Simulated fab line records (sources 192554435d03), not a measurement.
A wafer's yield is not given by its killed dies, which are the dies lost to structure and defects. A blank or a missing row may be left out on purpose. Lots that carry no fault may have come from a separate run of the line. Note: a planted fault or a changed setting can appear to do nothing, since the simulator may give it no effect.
fab line records :: flow n5_finfet
record
  lots=6
  wafers=18
  last_day=17
route steps=1938 shown BEOL_M0_SAQP@636
lots with no fault: from the same line, run without faults
start_h: the number of hours between the record's first day and the start of the first shown wafer of the lot :: wait_h: time in hours since the lot's previous step :: " identical to the entry in the row above :: L1.1+2: a single row standing in for several wafers :: - either no value or no given start :: * or withheld: withheld :: < > ~ a bound
route shown NAME@n: names a module that has steps shown in the file, with the first one's number in the route :: usual: mean/standard deviation taken from wafers without a fault :: same: alike in all rows :: chamber/n: place in a boat :: sites: each site's reading :: _std_site: standard deviation across them :: _edge_site: outer sites' mean less inner sites' :: radius_mm: how far each site lies from the wafer's centre :: mask NAME#n: copy n :: behind: the most recent tool/chamber to have shaped the wafer :: hold: cause of the lot's hold/its duration in hours/its outcome :: device: whichever transistor did not switch (one of n, p or np) :: end of line: tests run on the same wafers once the route is complete :: where a step has no rows: the recipe by itself :: killed: at the first sort, the dies lost to defects and structure; wafer yield is something else :: map: per-die view of a wafer (x killed, . not killed, _ where there is no die)
set.NAME: the setting that was run; set.NAME@STEP: the one run at that earlier step :: model.NAME: the simulator's own value behind a step, which no gauge read
lots at some steps of the route; a table a step, a row a wafer
services: a tool's chamber out of use, with start hour (start_h, from the record's first day; less than 0 if before it), hours out, and reason
## steps
# step N5_BEOL_M0_SAQP_PECVD_96
# recipe
  material=a-Si
  target_thk_a=450
  temp_c=350
  precursor=SiH4/He
  pressure_torr=3
  rf_w=100
  time_s=45.2
# usual
  heater_power_w=598/110
  rf_fwd_power_W=99.2/0.37
  showerhead_plenum_p_Torr=5.66/0.064
  throttle_valve_pct=17.8/0.77
# same
  time_s=45.2
lot.wafer: L322.1
tool: pecvd-01
chamber: 2
start_h: 131.74
wait_h: 0.0
heater_power_w: 544
rf_fwd_power_W: 99.2
showerhead_plenum_p_Torr: 5.69
throttle_valve_pct: 17.7

lot.wafer: L322.4
tool: pecvd-01
chamber: 1
start_h: 131.74
wait_h: 0.0
heater_power_w: 791
rf_fwd_power_W: 99.5
showerhead_plenum_p_Torr: 5.65
throttle_valve_pct: 18.6

lot.wafer: L322.5
tool: pecvd-01
chamber: 2
start_h: 131.74
wait_h: 0.0
heater_power_w: 550
rf_fwd_power_W: 98.8
showerhead_plenum_p_Torr: 5.67
throttle_valve_pct: 17.7

lot.wafer: L330.3
tool: pecvd-04
chamber: 2
start_h: 182.80
wait_h: 0.0
heater_power_w: 533
rf_fwd_power_W: 99.1
showerhead_plenum_p_Torr: 5.51
throttle_valve_pct: 17.5

lot.wafer: L330.5
tool: pecvd-04
chamber: 0
start_h: 182.80
wait_h: 0.0
heater_power_w: 430
rf_fwd_power_W: 99.8
showerhead_plenum_p_Torr: 5.71
throttle_valve_pct: 17.3

lot.wafer: L330.6
tool: pecvd-04
chamber: 2
start_h: 182.80
wait_h: 0.0
heater_power_w: 520
rf_fwd_power_W: 99.1
showerhead_plenum_p_Torr: 5.50
throttle_valve_pct: 17.5

lot.wafer: L333.2
tool: pecvd-02
chamber: 0
start_h: 195.81
wait_h: 0.0
heater_power_w: 542
rf_fwd_power_W: 99.3
showerhead_plenum_p_Torr: 5.74
throttle_valve_pct: 18.3

lot.wafer: L333.5
tool: pecvd-02
chamber: 1
start_h: 195.81
wait_h: 0.0
heater_power_w: 547
rf_fwd_power_W: 98.8
showerhead_plenum_p_Torr: 5.69
throttle_valve_pct: 18.7

lot.wafer: L333.6
tool: pecvd-02
chamber: 0
start_h: 195.81
wait_h: 0.0
heater_power_w: 542
rf_fwd_power_W: 99.5
showerhead_plenum_p_Torr: 5.73
throttle_valve_pct: 18.2

lot.wafer: L332.2
tool: pecvd-04
chamber: 0
start_h: 202.14
wait_h: 0.0
heater_power_w: 434
rf_fwd_power_W: 99.4
showerhead_plenum_p_Torr: 5.72
throttle_valve_pct: 17.3

lot.wafer: L332.3
tool: pecvd-04
chamber: 2
start_h: 202.14
wait_h: 0.0
heater_power_w: 464
rf_fwd_power_W: 98.9
showerhead_plenum_p_Torr: 5.49
throttle_valve_pct: 17.6

lot.wafer: L332.6
tool: pecvd-04
chamber: 0
start_h: 202.14
wait_h: 0.0
heater_power_w: 439
rf_fwd_power_W: 99.3
showerhead_plenum_p_Torr: 5.71
throttle_valve_pct: 17.3

lot.wafer: L335.2
tool: pecvd-01
chamber: 1
start_h: 208.06
wait_h: 0.0
heater_power_w: 726
rf_fwd_power_W: 99.6
showerhead_plenum_p_Torr: 5.66
throttle_valve_pct: 19.0

lot.wafer: L335.3
tool: pecvd-01
chamber: 2
start_h: 208.06
wait_h: 0.0
heater_power_w: 504
rf_fwd_power_W: 98.7
showerhead_plenum_p_Torr: 5.68
throttle_valve_pct: 17.6

lot.wafer: L335.6
tool: pecvd-01
chamber: 1
start_h: 208.06
wait_h: 0.0
heater_power_w: 737
rf_fwd_power_W: 99.5
showerhead_plenum_p_Torr: 5.65
throttle_valve_pct: 18.8

lot.wafer: L341.4
tool: pecvd-02
chamber: 1
start_h: 247.07
wait_h: 0.0
heater_power_w: 610
rf_fwd_power_W: 98.7
showerhead_plenum_p_Torr: 5.68
throttle_valve_pct: 18.8

lot.wafer: L341.5
tool: pecvd-02
chamber: 2
start_h: 247.07
wait_h: 0.0
heater_power_w: 718
rf_fwd_power_W: 99.3
showerhead_plenum_p_Torr: 5.67
throttle_valve_pct: 16.2

lot.wafer: L341.6
tool: pecvd-02
chamber: 0
start_h: 247.07
wait_h: 0.0
heater_power_w: 539
rf_fwd_power_W: 99.3
showerhead_plenum_p_Torr: 5.74
throttle_valve_pct: 17.9
# step N5_BEOL_M0_SAQP_PECVD_97
# recipe
  material=SiNx
  target_thk_a=230
  temp_c=350
  precursor=SiH4/NH3/N2
  pressure_torr=1.5
  rf_w=300
  time_s=19.9
# usual
  heater_power_w=528/120
  rf_fwd_power_W=296.6/1.2
  showerhead_plenum_p_Torr=5.13/0.085
  throttle_valve_pct=39.1/1.7
# same
  time_s=19.9
lot.wafer: L322.1
tool: pecvd-01
chamber: 2
start_h: 131.79
wait_h: 0.0
heater_power_w: 435
rf_fwd_power_W: 295.7
showerhead_plenum_p_Torr: 5.17
throttle_valve_pct: 38.3

lot.wafer: L322.4
tool: pecvd-01
chamber: 1
start_h: 131.79
wait_h: 0.0
heater_power_w: 724
rf_fwd_power_W: 296.6
showerhead_plenum_p_Torr: 5.12
throttle_valve_pct: 41.1

lot.wafer: L322.5
tool: pecvd-01
chamber: 2
start_h: 131.79
wait_h: 0.0
heater_power_w: 430
rf_fwd_power_W: 296.4
showerhead_plenum_p_Torr: 5.17
throttle_valve_pct: 38.4

lot.wafer: L330.3
tool: pecvd-04
chamber: 2
start_h: 182.85
wait_h: 0.0
heater_power_w: 417
rf_fwd_power_W: 296.9
showerhead_plenum_p_Torr: 4.92
throttle_valve_pct: 38.5

lot.wafer: L330.5
tool: pecvd-04
chamber: 0
start_h: 182.85
wait_h: 0.0
heater_power_w: 385
rf_fwd_power_W: 297.5
showerhead_plenum_p_Torr: 5.20
throttle_valve_pct: 38.1

lot.wafer: L330.6
tool: pecvd-04
chamber: 2
start_h: 182.85
wait_h: 0.0
heater_power_w: 417
rf_fwd_power_W: 295.7
showerhead_plenum_p_Torr: 4.91
throttle_valve_pct: 38.7

lot.wafer: L333.2
tool: pecvd-02
chamber: 0
start_h: 195.85
wait_h: 0.0
heater_power_w: 409
rf_fwd_power_W: 295.0
showerhead_plenum_p_Torr: 5.23
throttle_valve_pct: 39.7

lot.wafer: L333.5
tool: pecvd-02
chamber: 1
start_h: 195.85
wait_h: 0.0
heater_power_w: 528
rf_fwd_power_W: 294.8
showerhead_plenum_p_Torr: 5.16
throttle_valve_pct: 41.3

lot.wafer: L333.6
tool: pecvd-02
chamber: 0
start_h: 195.85
wait_h: 0.0
heater_power_w: 409
rf_fwd_power_W: 295.5
showerhead_plenum_p_Torr: 5.22
throttle_valve_pct: 39.7

lot.wafer: L332.2
tool: pecvd-04
chamber: 0
start_h: 202.18
wait_h: 0.0
heater_power_w: 335
rf_fwd_power_W: 296.4
showerhead_plenum_p_Torr: 5.19
throttle_valve_pct: 38.2

lot.wafer: L332.3
tool: pecvd-04
chamber: 2
start_h: 202.18
wait_h: 0.0
heater_power_w: 391
rf_fwd_power_W: 294.3
showerhead_plenum_p_Torr: 4.92
throttle_valve_pct: 38.5

lot.wafer: L332.6
tool: pecvd-04
chamber: 0
start_h: 202.18
wait_h: 0.0
heater_power_w: 334
rf_fwd_power_W: 297.5
showerhead_plenum_p_Torr: 5.20
throttle_valve_pct: 38.2

lot.wafer: L335.2
tool: pecvd-01
chamber: 1
start_h: 208.11
wait_h: 0.0
heater_power_w: 719
rf_fwd_power_W: 295.9
showerhead_plenum_p_Torr: 5.11
throttle_valve_pct: 41.3

lot.wafer: L335.3
tool: pecvd-01
chamber: 2
start_h: 208.11
wait_h: 0.0
heater_power_w: 473
rf_fwd_power_W: 295.7
showerhead_plenum_p_Torr: 5.17
throttle_valve_pct: 38.9

lot.wafer: L335.6
tool: pecvd-01
chamber: 1
start_h: 208.11
wait_h: 0.0
heater_power_w: 746
rf_fwd_power_W: 296.0
showerhead_plenum_p_Torr: 5.13
throttle_valve_pct: 41.4

lot.wafer: L341.4
tool: pecvd-02
chamber: 1
start_h: 247.11
wait_h: 0.0
heater_power_w: 554
rf_fwd_power_W: 295.9
showerhead_plenum_p_Torr: 5.17
throttle_valve_pct: 41.1

lot.wafer: L341.5
tool: pecvd-02
chamber: 2
start_h: 247.11
wait_h: 0.0
heater_power_w: 653
rf_fwd_power_W: 298.3
showerhead_plenum_p_Torr: 5.14
throttle_valve_pct: 35.4

lot.wafer: L341.6
tool: pecvd-02
chamber: 0
start_h: 247.11
wait_h: 0.0
heater_power_w: 393
rf_fwd_power_W: 297.5
showerhead_plenum_p_Torr: 5.22
throttle_valve_pct: 39.7
# step N5_BEOL_M0_SAQP_PECVD_04
# recipe
  material=a-Si
  target_thk_a=600
  temp_c=350
  precursor=SiH4/He
  pressure_torr=3
  rf_w=100
  time_s=60.2
# usual
  heater_power_w=598/120
  rf_fwd_power_W=99.4/0.33
  showerhead_plenum_p_Torr=5.66/0.064
  throttle_valve_pct=17.8/0.78
# same
  time_s=60.2
lot.wafer: L322.1
tool: pecvd-01
chamber: 2
start_h: 131.83
wait_h: 0.0
heater_power_w: 534
rf_fwd_power_W: 99.1
showerhead_plenum_p_Torr: 5.68
throttle_valve_pct: 17.7

lot.wafer: L322.4
tool: pecvd-01
chamber: 1
start_h: 131.83
wait_h: 0.0
heater_power_w: 776
rf_fwd_power_W: 99.8
showerhead_plenum_p_Torr: 5.64
throttle_valve_pct: 18.7

lot.wafer: L322.5
tool: pecvd-01
chamber: 2
start_h: 131.83
wait_h: 0.0
heater_power_w: 528
rf_fwd_power_W: 99.0
showerhead_plenum_p_Torr: 5.71
throttle_valve_pct: 17.1

lot.wafer: L330.3
tool: pecvd-04
chamber: 2
start_h: 182.89
wait_h: 0.0
heater_power_w: 513
rf_fwd_power_W: 99.5
showerhead_plenum_p_Torr: 5.51
throttle_valve_pct: 17.4

lot.wafer: L330.5
tool: pecvd-04
chamber: 0
start_h: 182.89
wait_h: 0.0
heater_power_w: 394
rf_fwd_power_W: 99.6
showerhead_plenum_p_Torr: 5.71
throttle_valve_pct: 17.2

lot.wafer: L330.6
tool: pecvd-04
chamber: 2
start_h: 182.89
wait_h: 0.0
heater_power_w: 504
rf_fwd_power_W: 99.1
showerhead_plenum_p_Torr: 5.52
throttle_valve_pct: 17.2

lot.wafer: L333.2
tool: pecvd-02
chamber: 0
start_h: 195.89
wait_h: 0.0
heater_power_w: 509
rf_fwd_power_W: 99.3
showerhead_plenum_p_Torr: 5.75
throttle_valve_pct: 17.9

lot.wafer: L333.5
tool: pecvd-02
chamber: 1
start_h: 195.89
wait_h: 0.0
heater_power_w: 557
rf_fwd_power_W: 99.1
showerhead_plenum_p_Torr: 5.69
throttle_valve_pct: 18.7

lot.wafer: L333.6
tool: pecvd-02
chamber: 0
start_h: 195.89
wait_h: 0.0
heater_power_w: 511
rf_fwd_power_W: 99.2
showerhead_plenum_p_Torr: 5.74
throttle_valve_pct: 18.1

lot.wafer: L332.2
tool: pecvd-04
chamber: 0
start_h: 202.22
wait_h: 0.0
heater_power_w: 409
rf_fwd_power_W: 99.3
showerhead_plenum_p_Torr: 5.70
throttle_valve_pct: 17.1

lot.wafer: L332.3
tool: pecvd-04
chamber: 2
start_h: 202.22
wait_h: 0.0
heater_power_w: 508
rf_fwd_power_W: 99.0
showerhead_plenum_p_Torr: 5.50
throttle_valve_pct: 17.4

lot.wafer: L332.6
tool: pecvd-04
chamber: 0
start_h: 202.22
wait_h: 0.0
heater_power_w: 403
rf_fwd_power_W: 98.9
showerhead_plenum_p_Torr: 5.70
throttle_valve_pct: 17.4

lot.wafer: L335.2
tool: pecvd-01
chamber: 1
start_h: 208.15
wait_h: 0.0
heater_power_w: 722
rf_fwd_power_W: 99.3
showerhead_plenum_p_Torr: 5.65
throttle_valve_pct: 18.9

lot.wafer: L335.3
tool: pecvd-01
chamber: 2
start_h: 208.15
wait_h: 0.0
heater_power_w: 523
rf_fwd_power_W: 99.0
showerhead_plenum_p_Torr: 5.68
throttle_valve_pct: 17.9

lot.wafer: L335.6
tool: pecvd-01
chamber: 1
start_h: 208.15
wait_h: 0.0
heater_power_w: 747
rf_fwd_power_W: 99.3
showerhead_plenum_p_Torr: 5.64
throttle_valve_pct: 18.8

lot.wafer: L341.4
tool: pecvd-02
chamber: 1
start_h: 247.16
wait_h: 0.0
heater_power_w: 595
rf_fwd_power_W: 99.9
showerhead_plenum_p_Torr: 5.68
throttle_valve_pct: 18.8

lot.wafer: L341.5
tool: pecvd-02
chamber: 2
start_h: 247.16
wait_h: 0.0
heater_power_w: 777
rf_fwd_power_W: 99.3
showerhead_plenum_p_Torr: 5.69
throttle_valve_pct: 16.3

lot.wafer: L341.6
tool: pecvd-02
chamber: 0
start_h: 247.16
wait_h: 0.0
heater_power_w: 539
rf_fwd_power_W: 99.4
showerhead_plenum_p_Torr: 5.75
throttle_valve_pct: 18.4
# step N5_BEOL_M0_SAQP_THK_MEAS_05
# usual
  thk_nm=60.1/0.81
lot.wafer: L322.1
tool: film_metro-01
chamber: -
start_h: 131.92
wait_h: 0.1
thk_nm: 58.5

lot.wafer: L322.4
tool: film_metro-01
chamber: -
start_h: 131.92
wait_h: 0.1
thk_nm: 59.7

lot.wafer: L322.5
tool: film_metro-01
chamber: -
start_h: 131.92
wait_h: 0.1
thk_nm: 59.5

lot.wafer: L330.3
tool: film_metro-02
chamber: -
start_h: 182.98
wait_h: 0.1
thk_nm: 59.8

lot.wafer: L330.5
tool: film_metro-02
chamber: -
start_h: 182.98
wait_h: 0.1
thk_nm: 61.5

lot.wafer: L330.6
tool: film_metro-02
chamber: -
start_h: 182.98
wait_h: 0.1
thk_nm: 60.2

lot.wafer: L333.2
tool: film_metro-01
chamber: -
start_h: 195.99
wait_h: 0.1
thk_nm: 60.6

lot.wafer: L333.5
tool: film_metro-01
chamber: -
start_h: 195.99
wait_h: 0.1
thk_nm: 60.9

lot.wafer: L333.6
tool: film_metro-01
chamber: -
start_h: 195.99
wait_h: 0.1
thk_nm: 61.4

lot.wafer: L332.2
tool: film_metro-01
chamber: -
start_h: 202.32
wait_h: 0.1
thk_nm: 60.6

lot.wafer: L332.3
tool: film_metro-01
chamber: -
start_h: 202.32
wait_h: 0.1
thk_nm: 61.1

lot.wafer: L332.6
tool: film_metro-01
chamber: -
start_h: 202.32
wait_h: 0.1
thk_nm: 61.5

lot.wafer: L335.2
tool: film_metro-01
chamber: -
start_h: 208.24
wait_h: 0.1
thk_nm: 59.5

lot.wafer: L335.3
tool: film_metro-01
chamber: -
start_h: 208.24
wait_h: 0.1
thk_nm: 59.1

lot.wafer: L335.6
tool: film_metro-01
chamber: -
start_h: 208.24
wait_h: 0.1
thk_nm: 60.5

lot.wafer: L341.4
tool: film_metro-02
chamber: -
start_h: 247.23
wait_h: 0.0
thk_nm: 60.8

lot.wafer: L341.5
tool: film_metro-02
chamber: -
start_h: 247.23
wait_h: 0.0
thk_nm: 61.6

lot.wafer: L341.6
tool: film_metro-02
chamber: -
start_h: 247.23
wait_h: 0.0
thk_nm: 61.2
# step N5_BEOL_M0_SAQP_HM_DEP_111
# recipe
  material=SiO2
  target_thk_a=120
  temp_c=400
  precursor=SiH4/N2O
  pressure_torr=0.75
  rf_w=275
  time_s=7.2
# usual
  heater_power_w=727/150
  rf_fwd_power_W=272.7/1.1
  showerhead_plenum_p_Torr=8.12/0.19
# same
  time_s=7.2
lot.wafer: L322.1
tool: pecvd-04
chamber: 2
start_h: 131.96
wait_h: 0.0
heater_power_w: 623
rf_fwd_power_W: 270.0
showerhead_plenum_p_Torr: 7.70

lot.wafer: L322.4
tool: pecvd-04
chamber: 2
start_h: 131.96
wait_h: 0.0
heater_power_w: 626
rf_fwd_power_W: 270.1
showerhead_plenum_p_Torr: 7.70

lot.wafer: L322.5
tool: pecvd-04
chamber: 0
start_h: 131.96
wait_h: 0.0
heater_power_w: 506
rf_fwd_power_W: 272.7
showerhead_plenum_p_Torr: 8.26

lot.wafer: L330.3
tool: pecvd-02
chamber: 0
start_h: 183.02
wait_h: 0.0
heater_power_w: 622
rf_fwd_power_W: 273.3
showerhead_plenum_p_Torr: 8.34

lot.wafer: L330.5
tool: pecvd-02
chamber: 2
start_h: 183.02
wait_h: 0.0
heater_power_w: 949
rf_fwd_power_W: 273.7
showerhead_plenum_p_Torr: 8.16

lot.wafer: L330.6
tool: pecvd-02
chamber: 0
start_h: 183.02
wait_h: 0.0
heater_power_w: 633
rf_fwd_power_W: 272.6
showerhead_plenum_p_Torr: 8.35

lot.wafer: L333.2
tool: pecvd-04
chamber: 1
start_h: 196.02
wait_h: 0.0
heater_power_w: 931
rf_fwd_power_W: 273.6
showerhead_plenum_p_Torr: 8.16

lot.wafer: L333.5
tool: pecvd-04
chamber: 0
start_h: 196.02
wait_h: 0.0
heater_power_w: 471
rf_fwd_power_W: 274.1
showerhead_plenum_p_Torr: 8.26

lot.wafer: L333.6
tool: pecvd-04
chamber: 1
start_h: 196.02
wait_h: 0.0
heater_power_w: 925
rf_fwd_power_W: 274.1
showerhead_plenum_p_Torr: 8.18

lot.wafer: L332.2
tool: pecvd-02
chamber: 1
start_h: 202.35
wait_h: 0.0
heater_power_w: 694
rf_fwd_power_W: 271.5
showerhead_plenum_p_Torr: 8.18

lot.wafer: L332.3
tool: pecvd-02
chamber: 0
start_h: 202.35
wait_h: 0.0
heater_power_w: 670
rf_fwd_power_W: 273.5
showerhead_plenum_p_Torr: 8.36

lot.wafer: L332.6
tool: pecvd-02
chamber: 2
start_h: 202.35
wait_h: 0.0
heater_power_w: 965
rf_fwd_power_W: 273.6
showerhead_plenum_p_Torr: 8.16

lot.wafer: L335.2
tool: pecvd-02
chamber: 1
start_h: 208.28
wait_h: 0.0
heater_power_w: 688
rf_fwd_power_W: 270.1
showerhead_plenum_p_Torr: 8.19

lot.wafer: L335.3
tool: pecvd-02
chamber: 2
start_h: 208.28
wait_h: 0.0
heater_power_w: 903
rf_fwd_power_W: 270.8
showerhead_plenum_p_Torr: 8.15

lot.wafer: L335.6
tool: pecvd-02
chamber: 0
start_h: 208.28
wait_h: 0.0
heater_power_w: 637
rf_fwd_power_W: 274.1
showerhead_plenum_p_Torr: 8.35

lot.wafer: L341.4
tool: pecvd-04
chamber: 2
start_h: 247.29
wait_h: 0.1
heater_power_w: 617
rf_fwd_power_W: 270.8
showerhead_plenum_p_Torr: 7.70

lot.wafer: L341.5
tool: pecvd-04
chamber: 0
start_h: 247.29
wait_h: 0.1
heater_power_w: 555
rf_fwd_power_W: 273.9
showerhead_plenum_p_Torr: 8.24

lot.wafer: L341.6
tool: pecvd-04
chamber: 1
start_h: 247.29
wait_h: 0.1
heater_power_w: 835
rf_fwd_power_W: 272.8
showerhead_plenum_p_Torr: 8.19
# step N5_BEOL_M0_SAQP_COAT_81
# recipe
  resist=SOC
  temp_c=250
  time_s=60
  spin_rpm=1500
  resist_thk_nm=100
# step N5_BEOL_M0_SAQP_COAT_82
# recipe
  resist=SiARC
  temp_c=220
  time_s=60
  spin_rpm=1500
  resist_thk_nm=30
# step N5_BEOL_M0_SAQP_COAT_08
# recipe
  resist=CAR-ArF
  spin_rpm=1500
  resist_thk_nm=90
# step N5_BEOL_M0_SAQP_EBR_10
# recipe
  solvent=PGMEA
  ebr_width_mm=1.5
# step N5_BEOL_M0_SAQP_SOFTBAKE_09
# recipe
  temp_c=110
  time_s=60
  resist=CAR-ArF
# step N5_BEOL_M0_SAQP_EXPOSE_11
# recipe
  mask_id=M0_CORE
  na=1.35
  source_shape=dipole
  sigma_inner=0.538
  sigma_outer=0.738
  polarization=te
  target_cd_nm=42
  dose_mj=55
# step N5_BEOL_M0_SAQP_PEB_12
# recipe
  peb_temp_c=withheld
  peb_time_s=60
  resist=CAR-ArF
# step N5_BEOL_M0_SAQP_DEVELOP_13
# recipe
  develop_time_s=30
  developer=TMAH
  resist=CAR-ArF
  dev_temp_c=23
  rinse_liquid=diw
  dry=air_spin
# usual
  chill_plate_temp_C=22.99/0.11
  develop_time_s=30/0
lot.wafer: L322.1
tool: litho_track-01
chamber: 0
start_h: 132.22
wait_h: -
chill_plate_temp_C: 23.18
develop_time_s: 30
model.CAR-ArF_of_BEOL_M0_SAQP_COAT_08.thk_nm: 88

lot.wafer: L322.4
tool: litho_track-01
chamber: 0
start_h: 132.22
wait_h: -
chill_plate_temp_C: 23.01
develop_time_s: 30
model.CAR-ArF_of_BEOL_M0_SAQP_COAT_08.thk_nm: 88.4

lot.wafer: L322.5
tool: litho_track-01
chamber: 0
start_h: 132.22
wait_h: -
chill_plate_temp_C: 23.06
develop_time_s: 30
model.CAR-ArF_of_BEOL_M0_SAQP_COAT_08.thk_nm: 88.2

lot.wafer: L330.3
tool: litho_track-04
chamber: 0
start_h: 183.28
wait_h: -
chill_plate_temp_C: 22.94
develop_time_s: 30
model.CAR-ArF_of_BEOL_M0_SAQP_COAT_08.thk_nm: 88.6

lot.wafer: L330.5
tool: litho_track-04
chamber: 0
start_h: 183.28
wait_h: -
chill_plate_temp_C: 22.93
develop_time_s: 30
model.CAR-ArF_of_BEOL_M0_SAQP_COAT_08.thk_nm: 88.2

lot.wafer: L330.6
tool: litho_track-04
chamber: 0
start_h: 183.28
wait_h: -
chill_plate_temp_C: 23.09
develop_time_s: 30
model.CAR-ArF_of_BEOL_M0_SAQP_COAT_08.thk_nm: 88.4

lot.wafer: L333.2
tool: litho_track-01
chamber: -
start_h: 196.41
wait_h: -
chill_plate_temp_C: -
develop_time_s: -
model.CAR-ArF_of_BEOL_M0_SAQP_COAT_08.thk_nm: 89.8

lot.wafer: L333.5
tool: litho_track-01
chamber: -
start_h: 196.41
wait_h: -
chill_plate_temp_C: -
develop_time_s: -
model.CAR-ArF_of_BEOL_M0_SAQP_COAT_08.thk_nm: 89.6

lot.wafer: L333.6
tool: litho_track-01
chamber: -
start_h: 196.41
wait_h: -
chill_plate_temp_C: -
develop_time_s: -
model.CAR-ArF_of_BEOL_M0_SAQP_COAT_08.thk_nm: 90

lot.wafer: L332.2
tool: litho_track-03
chamber: -
start_h: 202.74
wait_h: -
chill_plate_temp_C: -
develop_time_s: -
model.CAR-ArF_of_BEOL_M0_SAQP_COAT_08.thk_nm: 90.4

lot.wafer: L332.3
tool: litho_track-03
chamber: -
start_h: 202.74
wait_h: -
chill_plate_temp_C: -
develop_time_s: -
model.CAR-ArF_of_BEOL_M0_SAQP_COAT_08.thk_nm: 90.4

lot.wafer: L332.6
tool: litho_track-03
chamber: -
start_h: 202.74
wait_h: -
chill_plate_temp_C: -
develop_time_s: -
model.CAR-ArF_of_BEOL_M0_SAQP_COAT_08.thk_nm: 90.2

lot.wafer: L335.2
tool: litho_track-01
chamber: 0
start_h: 208.54
wait_h: -
chill_plate_temp_C: 22.86
develop_time_s: 30
model.CAR-ArF_of_BEOL_M0_SAQP_COAT_08.thk_nm: 87.8

lot.wafer: L335.3
tool: litho_track-01
chamber: 0
start_h: 208.54
wait_h: -
chill_plate_temp_C: 22.90
develop_time_s: 30
model.CAR-ArF_of_BEOL_M0_SAQP_COAT_08.thk_nm: 88

lot.wafer: L335.6
tool: litho_track-01
chamber: 0
start_h: 208.54
wait_h: -
chill_plate_temp_C: 23.10
develop_time_s: 30
model.CAR-ArF_of_BEOL_M0_SAQP_COAT_08.thk_nm: 87.8

lot.wafer: L341.4
tool: litho_track-04
chamber: 0
start_h: 247.65
wait_h: -
chill_plate_temp_C: 23.09
develop_time_s: 30
model.CAR-ArF_of_BEOL_M0_SAQP_COAT_08.thk_nm: 88.4

lot.wafer: L341.5
tool: litho_track-04
chamber: 0
start_h: 247.65
wait_h: -
chill_plate_temp_C: 23.00
develop_time_s: 30
model.CAR-ArF_of_BEOL_M0_SAQP_COAT_08.thk_nm: 88.4

lot.wafer: L341.6
tool: litho_track-04
chamber: 0
start_h: 247.65
wait_h: -
chill_plate_temp_C: 22.97
develop_time_s: 30
model.CAR-ArF_of_BEOL_M0_SAQP_COAT_08.thk_nm: 88.6
# step N5_BEOL_M0_SAQP_CD_MEAS_14
# recipe
  target_cd_nm=42.5
  landing_energy_ev=500
  detector=se_inlens
# usual
  cd_nm=42.5/0.35
lot.wafer: L322.1
tool: cd_sem-02
chamber: 0
start_h: 132.28
wait_h: -
cd_nm: 42.6

lot.wafer: L322.4
tool: cd_sem-02
chamber: 0
start_h: 132.28
wait_h: -
cd_nm: 41.9

lot.wafer: L322.5
tool: cd_sem-02
chamber: 0
start_h: 132.28
wait_h: -
cd_nm: 42.0

lot.wafer: L330.3
tool: cd_sem-01
chamber: 0
start_h: 183.34
wait_h: -
cd_nm: 42.4

lot.wafer: L330.5
tool: cd_sem-01
chamber: 0
start_h: 183.34
wait_h: -
cd_nm: 42.9

lot.wafer: L330.6
tool: cd_sem-01
chamber: 0
start_h: 183.34
wait_h: -
cd_nm: 42.2

lot.wafer: L333.2
tool: cd_sem-03
chamber: 0
start_h: 196.47
wait_h: -
cd_nm: -

lot.wafer: L333.5
tool: cd_sem-03
chamber: 0
start_h: 196.47
wait_h: -
cd_nm: -

lot.wafer: L333.6
tool: cd_sem-03
chamber: 0
start_h: 196.47
wait_h: -
cd_nm: -

lot.wafer: L332.2
tool: cd_sem-03
chamber: 0
start_h: 202.80
wait_h: -
cd_nm: -

lot.wafer: L332.3
tool: cd_sem-03
chamber: 0
start_h: 202.80
wait_h: -
cd_nm: -

lot.wafer: L332.6
tool: cd_sem-03
chamber: 0
start_h: 202.80
wait_h: -
cd_nm: -

lot.wafer: L335.2
tool: cd_sem-02
chamber: 0
start_h: 208.60
wait_h: -
cd_nm: 42.6

lot.wafer: L335.3
tool: cd_sem-02
chamber: 0
start_h: 208.60
wait_h: -
cd_nm: 42.1

lot.wafer: L335.6
tool: cd_sem-02
chamber: 0
start_h: 208.60
wait_h: -
cd_nm: 41.8

lot.wafer: L341.4
tool: cd_sem-03
chamber: 0
start_h: 247.71
wait_h: -
cd_nm: 42.2

lot.wafer: L341.5
tool: cd_sem-03
chamber: 0
start_h: 247.71
wait_h: -
cd_nm: 42.2

lot.wafer: L341.6
tool: cd_sem-03
chamber: 0
start_h: 247.71
wait_h: -
cd_nm: 42.0
## services
tool: pecvd-04
chamber: 0
start_h: 112.49
hours: 5.5
kind: scheduled_down

tool: pecvd-02
chamber: 0
start_h: 128.09
hours: 4.4
kind: repair

tool: pecvd-04
chamber: -
start_h: 217.39
hours: 1.0
kind: repair

tool: pecvd-01
chamber: 1
start_h: 221.11
hours: 2.1
kind: scheduled_down

tool: pecvd-02
chamber: 0
start_h: 227.39
hours: 2.1
kind: scheduled_down

tool: pecvd-01
chamber: -
start_h: 245.54
hours: 0.4
kind: repair
## key
first_sign
  step=N5_BEOL_M0_SAQP_DEVELOP_13
  reading=tool_record
  direction=missing
effect none on later readings
model_effect
  step=N5_BEOL_M0_SAQP_DEVELOP_13
  value=CAR-ArF_of_BEOL_M0_SAQP_COAT_08.thk_nm
  without=88.37
  struck=90.07
met_at N5_BEOL_M0_SAQP_DEVELOP_13
struck_wafers L332.2,L332.3,L332.6,L333.2,L333.5,L333.6
later_rows_left_out L332.2,L332.3,L332.6,L333.2,L333.5,L333.6
sort_left_out L332.2,L332.3,L332.6,L333.2,L333.5,L333.6
onset_between 132.22 196.41
fault
  kind=skipped_step_whole
  tool=litho_track-01,litho_track-03
  chamber=-
  onset_h=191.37
  steps=N5_BEOL_M0_SAQP_DEVELOP_13
  scope=struck_lots_only
# sort_left_out: the simulated sort isn't trusted on such a fault, so these wafers' sort isn't shown, and their yield isn't known
# later_rows_left_out: the simulator's readings of these wafers behind a module that went badly wrong aren't trusted and aren't shown, but for the sort
